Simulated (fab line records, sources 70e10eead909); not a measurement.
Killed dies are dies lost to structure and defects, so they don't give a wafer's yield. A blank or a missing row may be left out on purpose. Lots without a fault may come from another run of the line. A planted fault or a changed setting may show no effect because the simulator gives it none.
fab line records | flow nand_harc
record lots=21 wafers=63 last_day=34
route steps=1302 shown P_CONTACT@235
lots that met no fault: from a run of the same line without faults
start_h: hours from the record's first day to the start of the lot's first wafer shown | wait_h: hours since the lot's step before | " the same as in the row above | L1.1+2: a row that stands for several wafers | - no value, or no start given | * or withheld: withheld | < > ~ a bound
route shown NAME@n: a module of which the file shows steps, and the number in the route of the first | usual: mean/standard deviation of fault-free wafers | same: alike in all rows | chamber/n: place in a boat | sites: the reading at each site | _std_site: their standard deviation | _edge_site: outer sites' mean less inner sites' | radius_mm: how far each site lies from the wafer's centre | mask NAME#n: copy n | behind: the tool/chamber that last shaped the wafer | hold: why the lot was held/for how many hours/how that ended | device: the transistor (n, p or np) that didn't switch | end of line: the same wafers' tests at the end of the route | a step without rows: its recipe alone | killed: dies lost to structure and defects at the first sort, not the wafer's yield | map: a wafer's dies, x killed, . not, _ none there
set.NAME: the setting as run; set.NAME@STEP: as run at that earlier step | model.NAME: the simulator's own value behind a step, which no gauge read
steps of the route over a sample of lots; a table a step, a row a wafer
services: from which hour (start_h, from the record's first day; less than 0 if before it) a tool's chamber was out of use, for how many hours, and why
## steps
# step NHARC_P_CONTACT_DESCUM_17
# recipe time_s=3 o2_flow_sccm=200 ar_flow_sccm=0 bias_power_w=0 chemistry=O2
# usual chamber_pressure_mTorr=60.00/0.056 drypump_motor_current_A=5.8/0.4 oes_product_au=0.999/0.01 rf_vpp_V=57.7/0.98 showerhead_plenum_p_Torr=1.93/0.091 throttle_valve_pct=11.312/0.0091
# columns lot.wafer tool chamber start_h wait_h chamber_pressure_mTorr drypump_motor_current_A oes_product_au rf_hours_counter_h rf_vpp_V showerhead_plenum_p_Torr throttle_valve_pct
L074.1 rie_diel-13 2 113.33 0.1 60.07 5.5 1.000 7.1 57.5 1.82 11.310
L074.4 " 3 " " 59.88 6.5 1.011 6.8 57.9 1.87 11.320
L074.2 " 1 " " 60.13 6.2 1.005 7.6 57.9 1.93 11.317
L076.4 rie_diel-03 2 130.75 0.1 59.95 5.6 1.004 0.5 59.0 1.85 11.304
L076.2 " 0 " " 59.96 4.9 0.995 0.5 55.9 1.88 11.300
L076.1 " 1 " " 60.05 5.3 0.995 0.5 58.3 1.85 11.293
L075.1 rie_diel-13 0 131.61 0.1 60.00 6.2 1.024 7.3 59.5 2.01 11.301
L075.2 " 2 " " 59.96 5.5 1.000 8.4 57.8 1.82 11.318
L075.5 " 3 " " 59.99 6.5 1.001 - 57.6 1.87 11.318
L077.1 rie_diel-12 1 143.78 0.1 60.06 5.7 0.995 0.7 59.4 2.04 11.304
L077.4 " 2 " " 59.97 5.6 0.995 1.0 58.2 2.02 11.312
L077.2 " 3 " " 60.01 6.2 1.008 1.0 56.8 1.79 11.316
L078.2 rie_diel-03 3 156.53 0.1 59.99 6.1 1.005 1.1 56.8 1.92 11.302
L078.4 " 0 " " 59.95 4.9 0.999 1.1 57.9 1.88 11.314
L078.5 " 1 " " 59.98 5.4 0.983 - 57.1 1.85 11.320
L079.2 rie_diel-12 2 161.52 0.1 59.92 5.6 0.982 1.6 56.5 2.02 11.315
L079.4 " 3 " " 60.03 6.2 1.012 1.6 56.4 1.79 11.297
L079.1 " 0 " " 60.08 5.9 0.993 1.6 57.0 2.07 11.300
L080.3 rie_diel-12 3 172.27 0.1 60.05 6.2 1.002 1.9 55.6 1.79 11.312
L080.2 " 0 " " 60.08 5.9 0.994 2.0 58.9 2.07 11.307
L080.5 " 2 " " 59.98 5.6 0.998 - 58.7 2.02 11.311
L081.4 rie_diel-12 1 190.75 0.1 60.01 5.7 1.009 2.6 58.1 2.04 11.322
L081.6 " 3 " " 60.03 6.2 1.007 - 58.4 1.79 11.319
L081.5 " 0 " " 59.97 5.9 0.993 - 58.2 2.07 11.311
L083.2 rie_diel-13 3 206.51 0.1 60.02 6.5 1.000 1.8 56.1 1.87 11.298
L083.3 " 0 " " 60.01 6.3 0.988 1.7 58.5 2.01 11.298
L083.5 " 1 " " 60.12 6.2 0.995 - 57.3 1.92 11.314
L082.4 rie_diel-12 3 207.45 0.1 59.95 6.2 1.019 3.1 57.0 1.79 11.327
L082.6 " 2 " " 60.04 5.6 1.006 - 57.9 2.02 11.305
L082.5 " 3 " " 60.07 6.2 1.012 - 58.2 1.79 11.316
L086.4 rie_diel-13 1 237.06 0.1 60.07 6.2 1.000 3.7 58.4 1.92 11.312
L086.3 " 2 " " 60.05 5.5 1.007 3.5 57.1 1.82 11.342
L086.1 " 0 " " 59.95 6.2 0.985 4.1 58.3 2.01 11.310
L087.4 rie_diel-03 3 243.43 0.1 59.92 6.1 1.004 2.8 58.3 1.91 11.319
L087.5 " 1 " " 60.02 5.3 0.989 - 56.5 1.85 11.312
L087.6 " 2 " " 60.03 5.7 0.993 - 58.6 1.85 11.315
L089.2 rie_diel-12 0 260.26 0.1 59.94 5.9 0.996 4.6 57.5 2.07 11.314
L089.4 " 1 " " 59.93 5.6 1.003 4.5 57.7 2.04 11.323
L089.1 " 2 " " 59.98 5.6 1.003 4.6 58.9 2.02 11.307
L088.2 rie_diel-13 2 261.16 0.1 59.96 5.5 0.989 4.2 57.6 1.82 11.326
L088.4 " 3 " " 59.98 6.5 1.014 4.7 57.2 1.87 11.308
L088.5 " 2 " " 59.97 5.5 1.001 - 57.2 1.82 11.298
L090.3 rie_diel-12 1 278.49 0.1 59.91 5.7 1.017 0.1 59.3 2.04 11.316
L090.4 " 3 " " 60.05 6.2 0.990 0.1 56.4 1.79 11.309
L090.1 " 0 " " 59.85 6.0 0.995 0.1 58.2 2.07 11.324
L091.2 rie_diel-03 1 292.95 0.1 59.94 5.3 0.994 0 57.1 1.85 11.297
L091.3 " 2 " " 59.98 5.6 1.008 0 57.5 1.85 11.321
L091.6 " 1 " " 60.05 5.3 1.000 - 56.3 1.85 11.316
L093.2 rie_diel-13 2 311.05 0.1 60.08 5.5 0.988 7.3 55.1 1.81 11.313
L093.3 " 3 " " 59.98 6.5 0.992 7.1 57.8 1.87 11.322
L093.6 " 1 " " 60.05 6.2 1.000 - 57.5 1.92 11.296
L094.1 rie_diel-03 0 316.19 0.1 60.06 4.9 1.003 0.8 57.0 1.88 11.316
L094.4 " 1 " " 60.02 5.3 0.983 0.7 57.9 1.85 11.313
L094.3 " 2 " " 60.03 5.6 1.000 0.8 56.2 1.85 11.308
L095.4 rie_diel-03 3 328.01 0.1 60.00 6.1 0.990 1.3 58.4 1.91 11.297
L095.2 " 0 " " 60.11 4.9 1.018 1.2 58.4 1.88 11.307
L095.5 " 3 " " 60.02 6.1 0.986 - 57.3 1.91 11.299
L096.2 rie_diel-13 1 336.38 0.1 59.89 6.2 0.997 8.8 58.4 1.92 11.301
L096.4 " 1 " " 59.95 6.2 0.993 - 58.9 1.92 11.303
L096.6 " 2 " " 59.97 5.5 1.011 - 56.1 1.81 11.299
L097.1 rie_diel-13 2 352.79 0.1 60.12 5.5 0.992 0 58.4 1.81 11.323
L097.3 " 0 " " 60.06 6.3 1.008 0 59.4 2.01 11.313
L097.5 " 0 " " 59.88 6.2 0.993 - 59.4 2.01 11.318
# step NHARC_P_CONTACT_ETCH_18
# recipe target_depth_a=4810 time_s=240.5 c4f8_flow_sccm=20 o2_flow_sccm=10 ar_flow_sccm=withheld rf_w=600 bias_w=1500 chemistry=C4F8/O2/Ar
# usual chamber_pressure_mTorr=24.996/0.024 oes_product_au=0.965/0.014 rf_fwd_power_W=598.3/1.8 rf_vpp_V=979/6
# columns lot.wafer tool chamber start_h wait_h chamber_pressure_mTorr oes_product_au rf_fwd_power_W rf_hours_counter_h rf_vpp_V
L074.4 rie_diel-13 0 - - 25.001 1.001 598.4 6.2 985
L074.2 " 1 " " 24.994 0.974 594.6 7.7 978
L074.1 " 2 " " 24.998 0.960 596.2 7.4 972
L076.4 rie_diel-03 3 - - 25.035 0.961 598.7 0.8 979
L076.2 " 0 " " 24.988 0.968 597.4 0.7 976
L076.1 " 2 " " 25.005 0.974 595.2 0.7 973
L075.1 rie_diel-13 1 - - 24.992 0.975 597.6 9.1 980
L075.2 " 0 " " 25.018 0.983 597.7 7.5 987
L075.5 " 1 " " 25.011 0.978 598.4 - 978
L077.2 rie_diel-12 3 - - 24.974 0.984 600.2 1.2 971
L077.1 " 1 " " 24.994 0.949 594.8 1.0 988
L077.4 " 2 " " 25.025 0.968 598.9 1.2 985
L078.4 rie_diel-03 3 - - 24.953 0.980 596.8 1.4 979
L078.2 " 1 " " 25.007 0.959 596.3 1.1 974
L078.5 " 0 " " 24.975 0.976 596.5 - 977
L079.2 rie_diel-12 0 - - 24.961 0.964 598.7 1.8 987
L079.1 " 1 " " 25.006 0.957 599.2 1.7 987
L079.4 " 3 " " 25.030 0.978 600.4 1.7 971
L080.3 rie_diel-12 1 - - 25.047 0.964 599.8 2.0 987
L080.2 " 2 " " 24.951 0.954 598.6 2.4 985
L080.5 " 1 " " 24.981 0.968 598.5 - 987
L081.4 rie_diel-12 1 - - 25.025 0.971 600.4 2.7 987
L081.5 " 0 " " 25.003 0.949 599.4 - 988
L081.6 " 1 " " 25.005 0.972 598.7 - 987
L083.3 rie_diel-13 2 - - 25.002 0.968 595.6 1.7 971
L083.2 " 3 " " 25.000 0.972 599.9 2.0 975
L083.5 " 2 " " 24.975 0.953 599.5 - 972
L082.4 rie_diel-12 2 - - 25.032 0.953 596.3 3.4 985
L082.5 " 1 " " 24.991 0.970 598.9 - 988
L082.6 " 2 " " 24.975 0.958 601.5 - 985
L086.1 rie_diel-13 3 - - 24.945 0.975 597.2 4.2 977
L086.3 " 1 " " 24.941 0.964 597.9 3.8 980
L086.4 " 2 " " 24.981 0.958 596.0 3.7 972
L087.4 rie_diel-03 2 - - 24.960 0.959 599.0 2.8 974
L087.5 " 2 " " 25.032 0.947 598.4 - 973
L087.6 " 3 " " 24.998 0.977 597.9 - 978
L089.4 rie_diel-12 3 - - 24.996 0.977 598.3 4.6 970
L089.2 " 1 " " 25.014 0.966 595.9 4.7 986
L089.1 " 2 " " 24.994 0.973 599.9 4.9 985
L088.2 rie_diel-13 1 - - 25.002 0.957 598.8 4.5 980
L088.4 " 2 " " 24.996 0.954 597.1 4.5 973
L088.5 " 1 " " 25.014 0.965 602.9 - 979
L090.1 rie_diel-12 3 - - 24.984 0.968 597.1 0.4 968
L090.4 " 1 " " 24.997 0.969 598.7 0.3 986
L090.3 " 2 " " 24.985 0.952 596.7 0.4 984
L091.2 rie_diel-03 1 - - 25.026 0.944 593.9 0.2 975
L091.3 " 2 " " 24.972 0.983 597.0 0.3 975
L091.6 " 0 " " 24.984 0.967 594.6 - 978
L093.2 rie_diel-13 3 - - 25.022 0.982 600.8 7.4 976
L093.3 " 2 " " 24.985 0.957 597.3 7.4 972
L093.6 " 3 " " 25.005 0.986 597.9 - 977
L094.4 rie_diel-03 3 - - 24.977 0.926 599.6 1.1 978
L094.1 " 0 " " 25.019 0.938 599.2 1.0 977
L094.3 " 1 " " 25.020 0.926 597.6 1.0 975
L095.4 rie_diel-03 2 - - 24.965 0.964 596.9 1.4 974
L095.2 " 3 " " 24.998 0.948 597.0 1.5 978
L095.5 " 1 " " 25.020 0.968 600.2 - 974
L096.2 rie_diel-13 2 - - 25.039 0.963 597.6 8.9 972
L096.4 " 2 " " 24.989 0.952 597.5 - 969
L096.6 " 0 " " 24.950 0.966 599.9 - 984
L097.3 rie_diel-13 1 - - 24.981 0.950 597.8 0.3 979
L097.1 " 2 " " 25.001 0.946 600.1 0.3 971
L097.5 " 2 " " 24.990 0.956 598.0 - 972
# step NHARC_P_CONTACT_ETCH_31
# recipe target_depth_a=300 time_s=85.7 ion_energy_ev=120 over_etch_frac=1 ch3f_flow_sccm=50 o2_flow_sccm=30 ar_flow_sccm=200 rf_w=500 bias_w=100 chemistry=CH3F/O2
# usual ch3f_flow_sccm=50.00/0.16 chamber_pressure_mTorr=24.997/0.023 drypump_motor_current_A=5.9/0.42 oes_product_au=0.981/0.01 rf_fwd_power_W=496.4/1.7 rf_vpp_V=244.5/1.7 showerhead_plenum_p_Torr=2.48/0.11 throttle_valve_pct=20.664/0.0088
# columns lot.wafer tool chamber start_h wait_h ch3f_flow_sccm chamber_pressure_mTorr drypump_motor_current_A oes_product_au rf_fwd_power_W rf_hours_counter_h rf_vpp_V showerhead_plenum_p_Torr throttle_valve_pct
L074.1 rie_diel-13 2 - - 50.05 25.007 5.5 0.967 495.6 7.4 241.9 2.34 20.667
L074.4 " 3 " " 49.76 25.006 6.5 0.975 496.0 7.1 242.7 2.41 20.666
L074.2 " 0 " " 50.16 25.002 6.3 0.994 495.6 6.3 243.9 2.58 20.656
L076.4 rie_diel-03 0 - - 49.95 25.016 4.9 0.997 497.3 0.9 242.3 2.42 20.679
L076.1 " 1 " " 50.00 24.981 5.4 0.982 499.9 0.7 243.4 2.38 20.679
L076.2 " 3 " " 49.80 24.989 6.1 0.984 495.5 0.9 245.1 2.46 20.685
L075.2 rie_diel-13 0 - - 50.33 25.006 6.2 1.002 495.9 7.5 246.1 2.58 20.665
L075.1 " 1 " " 49.85 24.979 6.2 0.990 496.7 9.2 243.5 2.47 20.668
L075.5 " 3 " " 49.78 24.993 6.5 0.981 496.6 - 244.0 2.41 20.651
L077.2 rie_diel-12 1 - - 50.19 24.938 5.7 0.974 494.6 1.0 246.0 2.62 20.667
L077.1 " 3 " " 49.92 25.044 6.2 1.003 499.3 1.3 243.1 2.31 20.677
L077.4 " 0 " " 49.73 24.989 5.9 0.969 498.3 1.3 248.3 2.65 20.668
L078.2 rie_diel-03 2 - - 50.25 24.991 5.7 0.978 496.3 1.3 242.4 2.38 20.660
L078.4 " 3 " " 50.05 24.992 6.1 1.004 495.5 1.5 243.9 2.46 20.675
L078.5 " 1 " " 50.06 24.991 5.4 0.962 497.4 - 243.4 2.38 20.662
L079.2 rie_diel-12 1 - - 49.86 25.011 5.7 0.991 496.2 1.8 247.5 2.62 20.677
L079.1 " 3 " " 49.95 25.023 6.2 0.996 495.6 1.8 243.1 2.31 20.679
L079.4 " 0 " " 49.95 25.037 5.9 0.977 498.4 1.9 247.8 2.65 20.671
L080.3 rie_diel-12 3 - - 49.81 25.015 6.2 1.001 497.2 2.2 242.0 2.31 20.664
L080.2 " 0 " " 50.05 24.995 5.9 0.972 496.2 2.2 247.6 2.65 20.664
L080.5 " 1 " " 50.26 25.037 5.6 0.977 498.7 - 245.3 2.62 20.683
L081.4 rie_diel-12 2 - - 49.90 25.004 5.6 0.976 498.1 3.1 245.3 2.59 20.656
L081.6 " 0 " " 50.12 25.011 5.9 0.965 496.9 - 245.5 2.65 20.667
L081.5 " 1 " " 50.10 24.978 5.6 0.991 497.1 - 245.0 2.62 20.674
L083.3 rie_diel-13 0 - - 50.22 24.998 6.3 0.974 499.1 2.1 245.0 2.58 20.669
L083.2 " 1 " " 49.97 24.958 6.2 0.983 497.0 1.8 245.6 2.47 20.679
L083.5 " 0 " " 49.99 25.027 6.2 0.977 497.2 - 246.3 2.58 20.651
L082.4 rie_diel-12 2 - - 50.12 25.009 5.6 0.973 496.9 3.5 246.6 2.59 20.657
L082.5 " 3 " " 49.94 24.967 6.2 0.977 497.2 - 242.1 2.30 20.666
L082.6 " 0 " " 50.07 25.005 5.9 0.973 496.5 - 245.6 2.65 20.664
L086.4 rie_diel-13 3 - - 50.02 25.063 6.5 0.984 497.1 4.3 243.5 2.40 20.675
L086.1 " 0 " " 50.27 24.995 6.2 0.974 495.4 4.4 246.5 2.58 20.673
L086.3 " 1 " " 49.79 25.013 6.2 0.974 497.9 3.9 244.3 2.47 20.663
L087.4 rie_diel-03 0 - - 50.26 24.993 4.9 0.975 495.8 3.1 242.9 2.42 20.665
L087.6 " 2 " " 50.18 25.031 5.7 0.973 496.3 - 243.0 2.38 20.666
L087.5 " 3 " " 49.87 24.972 6.1 0.976 496.0 - 244.8 2.46 20.660
L089.1 rie_diel-12 0 - - 49.84 24.981 5.9 0.980 497.7 4.9 246.9 2.65 20.654
L089.4 " 1 " " 49.98 24.997 5.6 0.978 497.5 4.7 246.7 2.62 20.652
L089.2 " 3 " " 50.30 25.050 6.2 0.997 497.1 4.8 240.8 2.30 20.667
L088.2 rie_diel-13 1 - - 50.07 25.004 6.2 0.981 498.8 4.6 244.2 2.47 20.669
L088.4 " 2 " " 49.90 25.037 5.5 0.978 492.6 4.6 242.3 2.34 20.656
L088.5 " 0 " " 49.96 24.956 6.2 0.975 493.9 - 247.0 2.58 20.663
L090.4 rie_diel-12 1 - - 50.13 24.990 5.7 0.996 498.3 0.4 247.5 2.62 20.667
L090.1 " 2 " " 49.85 24.983 5.6 0.976 495.2 0.4 245.6 2.59 20.654
L090.3 " 3 " " 50.03 24.989 6.2 0.978 495.0 0.5 241.7 2.30 20.646
L091.2 rie_diel-03 3 - - 49.76 25.021 6.1 0.972 498.5 0.4 243.7 2.46 20.662
L091.3 " 0 " " 49.80 24.949 4.9 0.985 494.6 0.3 243.4 2.42 20.652
L091.6 " 3 " " 49.96 24.958 6.1 0.980 497.1 - 243.9 2.46 20.669
L093.3 rie_diel-13 0 - - 50.02 24.995 6.2 0.982 498.4 7.8 246.5 2.58 20.668
L093.2 " 3 " " 49.74 25.001 6.5 0.993 495.1 7.5 243.1 2.40 20.651
L093.6 " 1 " " 50.10 24.981 6.2 0.973 495.7 - 244.7 2.47 20.662
L094.3 rie_diel-03 2 - - 50.07 24.973 5.6 0.966 496.2 1.2 243.2 2.38 20.652
L094.4 " 0 " " 50.29 25.008 4.9 0.980 496.5 1.1 243.7 2.42 20.659
L094.1 " 1 " " 50.06 24.977 5.3 0.960 498.6 1.0 241.9 2.38 20.668
L095.4 rie_diel-03 0 - - 50.02 24.977 4.9 1.002 494.5 1.5 245.1 2.42 20.661
L095.2 " 2 " " 50.28 24.982 5.7 0.984 497.7 1.5 243.5 2.37 20.689
L095.5 " 0 " " 49.78 24.965 4.9 1.002 495.5 - 242.6 2.42 20.667
L096.2 rie_diel-13 1 - - 49.84 24.992 6.2 0.980 497.1 9.2 244.5 2.47 20.663
L096.4 " 1 " " 49.88 25.001 6.2 0.981 495.6 - 244.8 2.47 20.652
L096.6 " 2 " " 49.88 24.976 5.6 0.974 493.6 - 242.8 2.34 20.651
L097.3 rie_diel-13 1 - - 49.94 25.017 6.2 0.982 495.5 0.4 244.7 2.47 20.663
L097.1 " 2 " " 49.98 25.005 5.5 0.975 495.4 0.4 243.3 2.34 20.663
L097.5 " 1 " " 49.97 24.956 6.2 0.977 497.4 - 243.7 2.47 20.676
# step NHARC_P_CONTACT_DEGAS_38
# recipe temp_c=300 time_s=60
# usual heater_power_w=455/32 susceptor_temp_C=300.01/0.19
# columns lot.wafer tool chamber start_h wait_h heater_power_w susceptor_temp_C
L074.4 pvd_sputter-02 - 114.91 - 437 300.45
L074.2 " - " " 428 299.88
L074.1 " - " " 440 299.95
L076.1 pvd_sputter-03 - 132.39 - 454 299.92
L076.2 " - " " 488 300.30
L076.4 " - " " 505 299.90
L075.2 pvd_sputter-03 - 133.19 - 486 299.98
L075.1 " - " " 470 299.92
L075.5 " - " " 494 299.87
L077.4 pvd_sputter-02 - 145.36 - 434 -
L077.1 " - " " 437 -
L077.2 " - " " 497 -
L078.2 pvd_sputter-02 - 158.10 - 438 299.80
L078.4 " - " " 427 299.99
L078.5 " - " " 438 300.04
L079.1 pvd_sputter-03 - 163.09 - 456 300.15
L079.2 " - " " 478 300.10
L079.4 " - " " 511 300.03
L080.2 pvd_sputter-02 - 173.84 - 434 299.82
L080.3 " - " " 474 300.43
L080.5 " - " " 446 300.10
L081.4 pvd_sputter-03 - 192.32 - 463 -
L081.5 " - " " 459 -
L081.6 " - " " 485 -
L083.3 pvd_sputter-02 - 208.08 - 440 299.95
L083.2 " - " " 483 300.02
L083.5 " - " " 420 299.76
L082.4 pvd_sputter-02 - 209.02 - 433 300.15
L082.5 " - " " 440 300.06
L082.6 " - " " 453 300.13
L086.3 pvd_sputter-02 - 238.65 - 431 299.93
L086.4 " - " " 482 299.80
L086.1 " - " " 434 300.30
L087.4 pvd_sputter-01 - 245.01 - 461 299.97
L087.5 " - " " 469 299.69
L087.6 " - " " 413 300.04
L089.2 pvd_sputter-03 - 261.86 - 459 299.71
L089.1 " - " " 454 299.80
L089.4 " - " " 493 300.05
L088.2 pvd_sputter-02 - 262.74 - 436 300.09
L088.4 " - " " 485 300.06
L088.5 " - " " 437 300.12
L090.4 pvd_sputter-01 - 280.08 - 407 299.97
L090.1 " - " " 479 300.35
L090.3 " - " " 477 300.43
L091.2 pvd_sputter-02 - 294.52 - 511 300.12
L091.3 " - " " 411 299.99
L091.6 " - " " 427 300.23
L093.3 pvd_sputter-03 - 312.63 - 473 299.99
L093.2 " - " " 476 300.06
L093.6 " - " " 474 300.15
L094.1 pvd_sputter-01 - 317.76 - 489 299.99
L094.3 " - " " 403 300.09
L094.4 " - " " 484 300.32
L095.2 pvd_sputter-02 - 329.59 - 525 300.14
L095.4 " - " " 415 299.87
L095.5 " - " " 418 299.92
L096.2 pvd_sputter-02 - 338.11 - 427 299.74
L096.4 " - " " 417 299.43
L096.6 " - " " 423 299.92
L097.1 pvd_sputter-02 - 354.55 - 525 299.85
L097.3 " - " " 430 299.79
L097.5 " - " " 511 299.72
# step NHARC_P_CONTACT_ALD_22
# recipe target_thk_a=30 pulse_time_s=1 ald_cycles=150 temp_c=450 material=TiN
# usual heater_power_w=1054/95 precursor_pulse_height_rel=0.996/0.022 susceptor_temp_C=449.96/0.25
# same ald_cycles=150 pulse_time_s=1
# columns lot.wafer tool chamber start_h wait_h heater_power_w precursor_pulse_height_rel susceptor_temp_C
L074.1 ald_metal-03 2 115.17 - 976 0.975 449.93
L074.4 " 3 " " 953 1.014 450.00
L074.2 " 0 " " 1248 0.974 449.76
L076.1 ald_metal-04 1 132.65 - 983 0.995 449.86
L076.4 " 2 " " 1000 0.999 449.58
L076.2 " 3 " " 998 1.002 450.12
L075.2 ald_metal-01 0 133.44 - 1256 1.006 449.57
L075.1 " 1 " " 1196 0.984 450.13
L075.5 " 0 " " 1282 0.973 449.73
L077.2 ald_metal-01 2 145.63 - 999 0.971 449.79
L077.1 " 3 " " 1099 0.967 450.19
L077.4 " 1 " " 1177 1.014 449.95
L078.2 ald_metal-03 2 158.35 - 972 0.989 449.97
L078.4 " 3 " " 907 1.010 449.84
L078.5 " 1 " " 1016 1.001 450.19
L079.2 ald_metal-04 3 163.34 - 1034 0.977 449.73
L079.1 " 0 " " 1056 0.996 449.77
L079.4 " 1 " " 992 0.973 450.52
L080.2 ald_metal-04 2 174.08 - 1017 1.018 450.07
L080.3 " 3 " " 1025 0.983 450.32
L080.5 " 3 " " 1020 1.027 450.12
L081.4 ald_metal-04 0 192.56 - 1089 0.980 449.87
L081.5 " 0 " " 1078 0.997 450.12
L081.6 " 1 " " 977 1.005 450.27
L083.2 ald_metal-04 0 208.34 - 1083 1.017 449.78
L083.3 " 2 " " 1024 0.997 450.20
L083.5 " 0 " " 1063 0.978 449.95
L082.4 ald_metal-01 1 209.30 - 1106 0.995 449.81
L082.5 " 3 " " 1093 0.983 449.86
L082.6 " 0 " " 1212 1.032 449.98
L086.1 ald_metal-01 2 238.88 - 1012 0.981 449.75
L086.3 " 3 " " 1115 0.987 450.14
L086.4 " 0 " " 1234 1.021 450.25
L087.4 ald_metal-03 1 245.27 - 969 1.029 449.72
L087.6 " 3 " " 968 1.030 449.98
L087.5 " 0 " " 1179 0.997 449.83
L089.1 ald_metal-03 2 262.11 - 981 0.988 449.82
L089.2 " 3 " " 937 1.027 450.10
L089.4 " 0 " " 1207 0.997 450.17
L088.4 ald_metal-01 1 262.97 - 1129 0.972 449.96
L088.2 " 3 " " 1148 1.022 449.52
L088.5 " 1 " " 1151 1.035 449.99
L090.1 ald_metal-01 2 280.32 - 1018 0.963 450.08
L090.4 " 3 " " 1097 1.019 449.67
L090.3 " 1 " " 1105 0.994 450.04
L091.2 ald_metal-01 2 294.80 - 1014 0.999 450.05
L091.3 " 3 " " 1132 1.008 450.73
L091.6 " 1 " " 1169 0.972 449.98
L093.2 ald_metal-04 1 312.89 - 896 0.961 449.52
L093.3 " 3 " " 969 0.975 449.94
L093.6 " 0 " " 1056 0.994 450.19
L094.1 ald_metal-03 2 318.03 - 973 0.989 450.05
L094.4 " 3 " " 925 1.035 450.07
L094.3 " 0 " " 1212 0.962 449.77
L095.2 ald_metal-03 1 329.87 - 1011 1.027 450.36
L095.4 " 2 " " 999 0.962 449.87
L095.5 " 3 " " 963 1.037 450.26
L096.2 ald_metal-01 3 338.35 - 1138 0.978 449.67
L096.4 " 2 " " 1021 0.991 449.87
L096.6 " 0 " " 1251 1.017 449.90
L097.3 ald_metal-04 0 354.84 - 1067 0.947 450.02
L097.1 " 2 " " 1002 0.969 450.03
L097.5 " 1 " " 896 1.038 449.69
# step NHARC_P_CONTACT_CMP_24
# recipe t_overpolish_s=30 target_thk_nm=200
# usual motor_current_A=12.0/1.2 overpolish_run_s=29.999/0.0086 retaining_ring_pressure_frac=1.000/0.005 time_to_endpoint_s=40/3.5
# columns lot.wafer tool chamber start_h wait_h motor_current_A overpolish_run_s retaining_ring_pressure_frac time_to_endpoint_s
L074.2 cmp-02 0 116.05 0.6 12.5 29.995 1.001 38
L074.4 " 1 " " 11.4 29.994 1.006 45
L074.1 " 2 " " 11.5 29.993 0.999 37
L076.2 cmp-02 0 133.51 0.6 11.8 29.999 0.999 37
L076.4 " 1 " " 12.6 29.987 1.000 41
L076.1 " 2 " " 12.0 29.999 1.001 39
L075.1 cmp-04 3 134.86 1.1 11.5 29.986 0.999 34
L075.2 " 0 " " 11.6 29.997 0.999 40
L075.5 " 1 " " 11.0 30.005 0.998 39
L077.1 cmp-04 2 146.48 0.5 14.8 30.005 0.990 35
L077.4 " 3 " " 11.8 30.012 1.000 33
L077.2 " 0 " " 10.8 30.006 1.000 39
L078.4 cmp-02 0 159.17 0.3 12.0 29.999 1.002 40
L078.2 " 2 " " 11.0 29.995 0.998 36
L078.5 " 1 " " 12.2 30.010 1.003 44
L079.4 cmp-04 2 164.19 0.4 13.9 29.994 0.999 39
L079.1 " 3 " " 11.0 30.011 0.998 37
L079.2 " 1 " " 11.7 30.002 1.005 41
L080.2 cmp-01 0 174.96 0.6 14.0 30.001 0.988 37
L080.3 " 1 " " 11.7 30.005 0.998 36
L080.5 " 0 " " 12.9 29.989 1.006 39
L081.4 cmp-04 2 193.51 0.3 15.2 29.990 0.993 36
L081.5 " 0 " " 10.5 30.002 0.996 43
L081.6 " 1 " " 11.3 29.996 1.000 42
L083.2 cmp-01 1 209.22 0.5 11.5 30.002 1.006 44
L083.3 " 2 " " 10.0 29.999 1.003 44
L083.5 " 3 " " 12.0 30.001 1.008 45
L082.4 cmp-02 1 210.17 0.3 12.1 29.997 1.002 45
L082.5 " 3 " " 11.6 30.004 1.009 44
L082.6 " 0 " " 11.9 30.001 0.998 39
L086.1 cmp-04 3 239.73 0.6 11.2 29.990 1.004 35
L086.4 " 1 " " 11.5 29.995 0.991 39
L086.3 " 2 " " 14.5 29.992 1.004 40
L087.4 cmp-04 3 246.41 0.3 10.8 30.013 0.999 35
L087.5 " 3 " " 11.3 30.024 1.005 35
L087.6 " 0 " " 10.8 29.997 1.005 37
L089.2 cmp-02 2 262.93 0.5 10.9 30.016 0.992 34
L089.1 " 0 " " 12.7 30.011 1.005 37
L089.4 " 1 " " 11.6 30.005 1.004 45
L088.2 cmp-02 3 263.85 0.5 12.6 29.989 0.994 43
L088.4 " 0 " " 12.6 30.001 1.005 41
L088.5 " 3 " " 12.3 29.999 0.986 39
L090.4 cmp-04 1 281.34 0.4 11.4 29.991 0.991 37
L090.3 " 2 " " 14.0 29.992 1.000 34
L090.1 " 0 " " 11.1 29.998 0.997 40
L091.2 cmp-04 2 295.92 0.6 14.5 29.998 1.004 34
L091.3 " 1 " " 11.1 29.993 0.995 35
L091.6 " 3 " " 11.2 29.989 1.000 36
L093.2 cmp-01 2 313.71 0.5 10.6 29.995 0.991 44
L093.3 " 1 " " 10.9 30.003 0.998 43
L093.6 " 2 " " 10.3 29.990 0.985 42
L094.4 cmp-02 2 318.85 0.4 11.7 29.980 0.999 34
L094.1 " 3 " " 12.5 30.000 0.997 39
L094.3 " 0 " " 11.6 29.997 0.990 38
L095.4 cmp-01 1 330.70 0.3 11.5 29.994 1.002 37
L095.2 " 3 " " 12.1 29.996 1.007 43
L095.5 " 0 " " 14.4 29.999 1.005 42
L096.4 cmp-02 2 339.22 0.4 12.0 30.008 1.010 44
L096.2 " 3 " " 12.4 30.000 1.004 46
L096.6 " 1 " " 12.2 29.997 1.007 48
L097.1 cmp-01 2 355.72 0.6 10.5 29.989 1.008 42
L097.3 " 3 " " 12.3 30.012 1.002 45
L097.5 " 1 " " 11.3 29.991 1.002 41
## services
# columns tool chamber start_h hours kind
rie_diel-12 - 91.40 9.0 pm
pvd_sputter-02 - 104.01 10.0 pm
rie_diel-03 - 104.37 9.0 pm
rie_diel-12 1 106.38 10.3 repair
cmp-04 - 111.00 4.0 pm
rie_diel-13 3 118.20 9.7 repair
ald_metal-01 - 121.13 1.4 repair
cmp-02 - 134.50 4.0 pm
cmp-04 - 138.61 2.8 repair
cmp-04 - 158.86 2.4 repair
rie_diel-13 - 165.00 9.0 pm
ald_metal-01 - 170.00 10.0 pm
cmp-04 - 172.06 1.7 repair
cmp-04 - 177.37 4.3 repair
cmp-02 - 192.80 0.2 repair
rie_diel-12 - 268.40 9.0 pm
rie_diel-03 - 281.37 9.0 pm
pvd_sputter-02 - 282.01 10.0 pm
rie_diel-03 1 293.91 5.2 repair
pvd_sputter-02 - 308.49 8.9 repair
rie_diel-12 - 314.29 0.8 repair
rie_diel-13 3 333.51 26.8 repair
rie_diel-13 - 342.00 9.0 pm
rie_diel-03 - 342.98 0.5 repair
## key
fault none
